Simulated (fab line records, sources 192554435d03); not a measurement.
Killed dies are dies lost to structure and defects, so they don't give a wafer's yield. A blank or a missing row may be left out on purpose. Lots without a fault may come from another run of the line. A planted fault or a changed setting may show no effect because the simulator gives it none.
fab line records | flow n5_finfet | part 2 of 2: steps 5 to 6 of 6
record lots=24 wafers=72 last_day=17
route steps=1938 shown BEOL_M0_SAQP@659 BEOL_M0_CUTY@710 BEOL_M0@716
lots that met no fault: from a run of the same line without faults
start_h: hours from the record's first day to the start of the lot's first wafer shown | wait_h: hours since the lot's step before | " the same as in the row above | L1.1+2: a row that stands for several wafers | - no value, or no start given | * or withheld: withheld | < > ~ a bound
route shown NAME@n: a module of which the file shows steps, and the number in the route of the first | usual: mean/standard deviation of fault-free wafers | same: alike in all rows | chamber/n: place in a boat | sites: the reading at each site | _std_site: their standard deviation | _edge_site: outer sites' mean less inner sites' | radius_mm: how far each site lies from the wafer's centre | mask NAME#n: copy n | behind: the tool/chamber that last shaped the wafer | hold: why the lot was held/for how many hours/how that ended | device: the transistor (n, p or np) that didn't switch | end of line: the same wafers' tests at the end of the route | a step without rows: its recipe alone | killed: dies lost to structure and defects at the first sort, not the wafer's yield | map: a wafer's dies, x killed, . not, _ none there
set.NAME: the setting as run; set.NAME@STEP: as run at that earlier step | model.NAME: the simulator's own value behind a step, which no gauge read
steps of the route over a sample of lots; a table a step, a row a wafer
services: from which hour (start_h, from the record's first day; less than 0 if before it) a tool's chamber was out of use, for how many hours, and why
## steps
# step N5_BEOL_M0_HM_OPEN_105
# recipe chemistry=Cl2/BCl3 target_depth_a=120 target=TiN ion_energy_ev=150 pressure_mtorr=10 icp_w=1000 bias_w=126 Cl2_flow_sccm=53.25 bcl3_flow_sccm=21.75 Ar_flow_sccm=25
# usual bcl3_flow_sccm=21.76/0.071 drypump_motor_current_A=6.0/0.33 mfc_cl2_sccm=53.27/0.16 oes_product_au=0.73/0.11 throttle_valve_pct=22.0/0.41
# columns lot.wafer tool chamber start_h wait_h bcl3_flow_sccm drypump_motor_current_A mfc_cl2_sccm oes_product_au rf_hours_counter_h throttle_valve_pct
L074.2 rie_metal-03 1 115.55 0.5 21.81 6.1 53.02 0.82 27 22.0
L074.5 " 1 " " 21.75 6.1 52.90 0.83 - 22.0
L074.6 " 0 " " 21.84 6.3 53.19 0.63 - 22.6
L075.1 rie_metal-01 1 119.78 0.1 21.75 6.2 53.20 0.59 132 22.1
L075.2 " 0 " " 21.83 5.7 53.26 0.80 18 21.6
L075.4 " 0 " " 21.79 5.7 53.22 0.81 - 21.6
L076.1 rie_metal-01 1 125.26 0.1 21.93 6.2 53.23 0.59 133 22.1
L076.2 " 0 " " 21.85 5.7 53.30 0.81 19 21.6
L076.4 " 1 " " 21.75 6.2 53.41 0.59 - 22.1
L077.1 rie_metal-03 0 132.19 0.1 21.79 6.4 53.34 0.63 122 22.6
L077.4 " 0 " " 21.80 6.3 53.18 0.62 - 22.6
L077.6 " 1 " " 21.64 6.1 53.19 0.82 - 22.0
L078.1 rie_metal-02 0 141.75 0.7 21.70 5.3 53.12 0.82 24 21.6
L078.3 " 0 " " 21.73 5.3 53.13 0.83 - 21.6
L078.5 " 0 " " 21.68 5.4 53.19 0.82 - 21.6
L079.3 rie_metal-02 0 146.81 1.3 21.79 5.4 53.25 0.83 - 21.6
L079.4 " 1 " " 21.81 5.7 53.38 0.64 - 21.8
L079.6 " 0 " " 21.84 5.4 53.46 0.83 - 21.6
L080.1 rie_metal-01 1 158.20 0.1 21.78 6.2 53.12 0.59 135 22.1
L080.2 " 0 " " 21.82 5.7 53.65 0.79 21 21.7
L080.6 " 1 " " 21.67 6.2 53.31 0.60 - 22.1
L081.3 rie_metal-03 1 160.13 1.6 21.74 6.1 53.35 0.82 - 22.0
L081.5 " 1 " " 21.72 6.1 53.24 0.81 - 22.0
L081.6 " 1 " " 21.76 6.1 53.23 0.82 - 22.0
L082.1 rie_metal-03 0 163.37 1.6 21.75 6.4 53.06 0.62 125 22.6
L082.3 " 0 " " 21.77 6.4 53.12 0.61 - 22.6
L082.6 " 0 " " 21.72 6.3 53.19 0.62 - 22.6
L083.2 rie_metal-03 0 166.64 0.1 21.75 6.3 53.29 0.62 - 22.6
L083.5 " 0 " " 21.89 6.3 53.49 0.61 - 22.6
L083.6 " 0 " " 21.77 6.3 52.97 0.62 - 22.6
L084.1 rie_metal-03 0 177.58 1.6 21.74 6.3 53.28 0.61 127 22.6
L084.2 " 1 " " 21.69 6.1 53.06 0.81 32 22.0
L084.5 " 0 " " 21.73 6.3 52.95 0.61 - 22.6
L085.2 rie_metal-02 1 184.53 0.1 21.83 5.8 53.39 0.64 112 21.7
L085.4 " 0 " " 21.80 5.4 53.30 0.81 - 21.6
L085.5 " 0 " " 21.75 5.3 53.25 0.81 - 21.6
L086.1 rie_metal-01 0 192.22 0.5 21.81 5.6 53.24 0.79 26 21.6
L086.2 " 0 " " 21.63 5.7 53.59 0.79 - 21.6
L086.6 " 0 " " 21.67 5.7 53.46 0.78 - 21.7
L087.1 rie_metal-03 1 195.75 0.7 21.73 6.1 53.30 0.81 34 22.0
L087.3 " 0 " " 21.74 6.3 53.10 0.62 - 22.6
L087.4 " 1 " " 21.74 6.1 53.26 0.81 - 22.0
L088.1 rie_metal-03 0 203.89 0.7 21.87 6.3 53.10 0.61 130 22.6
L088.4 " 0 " " 21.73 6.3 53.33 0.61 - 22.6
L088.5 " 0 " " 21.81 6.4 53.39 0.61 - 22.6
L089.1 rie_metal-02 1 208.80 0.6 21.80 5.7 53.09 0.64 115 21.8
L089.2 " 0 " " 21.76 5.4 53.22 0.81 29 21.6
L089.6 " 0 " " 21.77 5.4 53.05 0.81 - 21.6
L090.1 rie_metal-02 0 215.46 1.4 21.75 5.4 53.32 0.80 30 21.6
L090.3 " 0 " " 21.69 5.4 53.52 0.80 - 21.6
L090.6 " 1 " " 21.80 5.7 53.17 0.62 - 21.8
L091.2 rie_metal-03 1 219.51 0.6 21.66 6.1 53.18 0.79 37 22.1
L091.4 " 1 " " 21.70 6.1 53.13 0.79 - 22.1
L091.5 " 1 " " 21.64 6.1 53.12 0.80 - 22.0
L092.2 rie_metal-03 1 224.73 1.9 21.69 6.1 53.36 0.81 37 22.0
L092.4 " 1 " " 21.77 6.1 53.19 0.80 - 22.1
L092.5 " 1 " " 21.71 6.1 53.31 0.80 - 22.0
L093.1 rie_metal-01 0 228.69 0.2 21.79 5.7 53.17 0.77 27 21.7
L093.4 " 0 " " 21.80 5.7 53.06 0.77 - 21.7
L093.6 " 1 " " 21.87 6.3 52.98 0.99 - 21.5
L094.3 rie_metal-02 0 238.29 0.1 21.73 5.4 53.21 0.78 - 21.6
L094.5 " 1 " " 21.91 5.7 53.30 0.62 - 21.8
L094.6 " 0 " " 21.79 5.4 53.17 0.79 - 21.6
L095.3 rie_metal-01 1 245.23 3.9 21.84 6.2 53.49 0.96 - 21.5
L095.5 " 1 " " 21.77 6.2 53.21 0.95 - 21.6
L095.6 " 0 " " 21.79 5.7 53.35 0.77 - 21.7
L096.1 rie_metal-01 0 249.27 0.3 21.75 5.7 53.55 0.77 29 21.7
L096.4 " 1 " " 21.72 6.2 53.38 0.97 - 21.5
L096.5 " 0 " " 21.76 5.7 53.43 0.78 - 21.6
L097.3 rie_metal-01 1 253.60 0.1 21.80 6.2 53.03 0.96 - 21.5
L097.4 " 0 " " 21.76 5.7 53.26 0.78 - 21.6
L097.5 " 1 " " 21.69 6.3 53.18 0.96 - 21.5
# step N5_BEOL_M0_STRIP_140
# recipe chemistry=CF4 resist=SiARC power_w=300 bias_power_w=75 pressure_mtorr=50 cf4_flow_sccm=150 rf_frequency_hz=6e+07
# usual drypump_motor_current_A=5.6/0.42 oes_product_au=0.79/0.082 rf_vpp_V=271.4/1.7 showerhead_plenum_p_Torr=1.80/0.057 throttle_valve_pct=13.59/0.25
# columns lot.wafer tool chamber start_h wait_h drypump_motor_current_A oes_product_au rf_hours_counter_h rf_vpp_V showerhead_plenum_p_Torr throttle_valve_pct
L074.2 rie_diel-02 3 115.76 0.2 5.1 0.85 33 270.9 1.83 13.43
L074.5 " 1 " " 6.2 0.78 - 270.5 1.82 13.64
L074.6 " 3 " " 5.1 0.86 - 273.2 1.83 13.45
L075.1 rie_diel-03 3 119.96 0.1 6.2 0.85 59 270.8 1.83 13.37
L075.2 " 2 " " 5.5 0.78 111 274.3 1.87 13.61
L075.4 " 0 " " 5.4 0.71 215 267.6 1.71 13.70
L076.1 rie_diel-03 2 125.43 0.1 5.5 0.77 113 273.4 1.87 13.60
L076.2 " 3 " " 6.2 0.85 60 272.4 1.83 13.38
L076.4 " 1 " " 6.2 0.69 212 270.5 1.78 14.06
L077.1 rie_diel-03 1 132.36 0.1 6.2 0.70 214 270.5 1.78 14.09
L077.4 " 3 " " 6.2 0.85 62 271.2 1.83 13.37
L077.6 " 0 " " 5.4 0.70 - 271.3 1.71 13.68
L078.1 rie_diel-03 0 142.19 0.4 5.4 0.69 221 271.0 1.71 13.70
L078.3 " 3 " " 6.2 0.84 65 272.0 1.83 13.38
L078.5 " 2 " " 5.5 0.77 - 271.6 1.87 13.60
L079.3 rie_diel-02 2 146.93 0.1 5.7 0.87 33 270.2 1.74 13.40
L079.4 " 0 " " 5.2 0.95 9 271.3 1.75 13.28
L079.6 " 2 " " 5.8 0.87 - 270.6 1.74 13.44
L080.1 rie_diel-06 1 158.48 0.2 5.3 0.70 196 272.6 1.84 13.86
L080.2 " 0 " " 5.8 0.69 211 269.4 1.77 13.56
L080.6 " 3 " " 5.0 0.92 - 268.9 1.76 13.63
L081.3 rie_diel-02 0 160.35 0.2 5.2 0.94 14 273.4 1.75 13.30
L081.5 " 0 " " 5.2 0.94 - 268.7 1.75 13.31
L081.6 " 1 " " 6.1 0.76 - 272.5 1.81 13.72
L082.1 rie_diel-06 2 163.70 0.3 5.4 0.91 22 274.5 1.90 13.13
L082.3 " 3 " " 4.9 0.91 14 271.8 1.76 13.63
L082.6 " 2 " " 5.4 0.92 - 272.3 1.90 13.15
L083.2 rie_diel-06 0 166.91 0.2 5.8 0.70 213 269.4 1.77 13.57
L083.5 " 3 " " 4.9 0.90 - 269.3 1.76 13.61
L083.6 " 0 " " 5.8 0.70 - 273.0 1.77 13.57
L084.1 rie_diel-03 0 177.88 0.2 5.4 0.70 232 270.7 1.71 13.76
L084.2 " 3 " " 6.2 0.82 77 272.8 1.83 13.42
L084.5 " 3 " " 6.2 0.82 - 272.3 1.83 13.43
L085.2 rie_diel-03 2 184.88 0.3 5.5 0.75 133 273.5 1.87 13.67
L085.4 " 0 " " 5.4 0.69 235 268.3 1.71 13.75
L085.5 " 2 " " 5.5 0.76 - 275.8 1.87 13.64
L086.1 rie_diel-03 1 192.55 0.3 6.2 0.68 235 269.2 1.78 14.15
L086.2 " 0 " " 5.4 0.69 239 268.8 1.70 13.75
L086.6 " 1 " " 6.2 0.69 - 271.0 1.78 14.13
L087.1 rie_diel-06 2 195.92 0.1 5.4 0.90 27 273.6 1.90 13.14
L087.3 " 1 " " 5.3 0.69 204 272.8 1.84 13.87
L087.4 " 0 " " 5.8 0.71 219 270.6 1.77 13.57
L088.1 rie_diel-03 0 204.34 0.4 5.4 0.69 243 268.8 1.70 13.75
L088.4 " 3 " " 6.2 0.81 88 270.6 1.83 13.44
L088.5 " 2 " " 5.5 0.74 - 272.8 1.86 13.67
L089.1 rie_diel-02 0 208.97 0.1 5.2 0.90 34 269.0 1.75 13.33
L089.2 " 2 " " 5.7 0.84 57 271.3 1.74 13.48
L089.6 " 2 " " 5.7 0.83 - 268.6 1.74 13.49
L090.1 rie_diel-06 3 215.63 0.1 4.9 0.88 29 270.2 1.76 13.67
L090.3 " 1 " " 5.3 0.68 210 272.4 1.84 13.90
L090.6 " 2 " " 5.4 0.89 - 275.6 1.90 13.15
L091.2 rie_diel-03 1 219.70 0.1 6.2 0.67 244 272.4 1.78 14.15
L091.4 " 3 " " 6.2 0.81 93 272.8 1.82 13.49
L091.5 " 1 " " 6.2 0.68 - 270.7 1.78 14.16
L092.2 rie_diel-02 1 225.13 0.4 6.2 0.73 141 271.9 1.80 13.74
L092.4 " 3 " " 5.1 0.79 75 273.0 1.82 13.50
L092.5 " 3 " " 5.1 0.79 - 272.0 1.82 13.51
L093.1 rie_diel-06 2 228.86 0.1 5.4 0.88 37 274.3 1.90 13.15
L093.4 " 1 " " 5.3 0.68 215 270.8 1.84 13.89
L093.6 " 1 " " 5.3 0.67 - 268.1 1.84 13.92
L094.3 rie_diel-02 2 238.41 0.1 5.7 0.82 69 268.5 1.73 13.49
L094.5 " 2 " " 5.7 0.82 - 269.4 1.73 13.48
L094.6 " 3 " " 5.1 0.79 - 272.0 1.82 13.55
L095.3 rie_diel-02 3 245.35 0.1 5.1 0.80 82 271.0 1.82 13.54
L095.5 " 0 " " 5.3 0.87 - 271.7 1.74 13.39
L095.6 " 1 " " 6.1 0.73 - 270.1 1.80 13.76
L096.1 rie_diel-02 1 249.56 0.2 6.2 0.72 150 271.6 1.80 13.76
L096.4 " 0 " " 5.2 0.87 49 269.3 1.74 13.38
L096.5 " 1 " " 6.1 0.73 - 271.5 1.80 13.76
L097.3 rie_diel-03 2 253.95 0.3 5.5 0.73 164 273.7 1.86 13.73
L097.4 " 2 " " 5.5 0.73 - 273.7 1.86 13.72
L097.5 " 3 " " 6.2 0.79 - 271.6 1.82 13.47
## services
# columns tool chamber start_h hours kind
rie_diel-01 - 98.69 2.8 pm
rie_diel-01 1 103.37 4.6 repair
rie_diel-04 0 115.51 14.2 repair
rie_diel-06 1 126.45 1.2 repair
rie_metal-01 - 128.06 2.8 pm
rie_metal-02 - 147.84 14.6 pm
rie_metal-03 0 158.61 3.8 repair
rie_diel-04 1 160.42 8.4 repair
rie_diel-04 - 161.90 4.3 pm
rie_metal-03 1 163.11 14.1 repair
rie_diel-01 0 169.35 - clean
rie_diel-01 0 169.35 - consumable_replace:focus_ring
rie_diel-01 0 169.35 15.3 scheduled_down
rie_diel-01 0 169.35 15.3 vent_cycle
rie_diel-06 - 178.23 14.6 pm
rie_diel-04 2 186.18 3.8 repair
rie_metal-01 - 196.93 28.1 pm
rie_diel-05 1 199.14 22.3 repair
rie_metal-03 1 203.24 1.1 repair
rie_diel-06 2 210.88 4.2 repair
rie_diel-04 - 219.11 0.4 repair
rie_diel-06 - 246.45 15.6 pm
rie_metal-03 - 250.51 0.1 repair
vapor_etch-02 - 251.95 0.5 repair
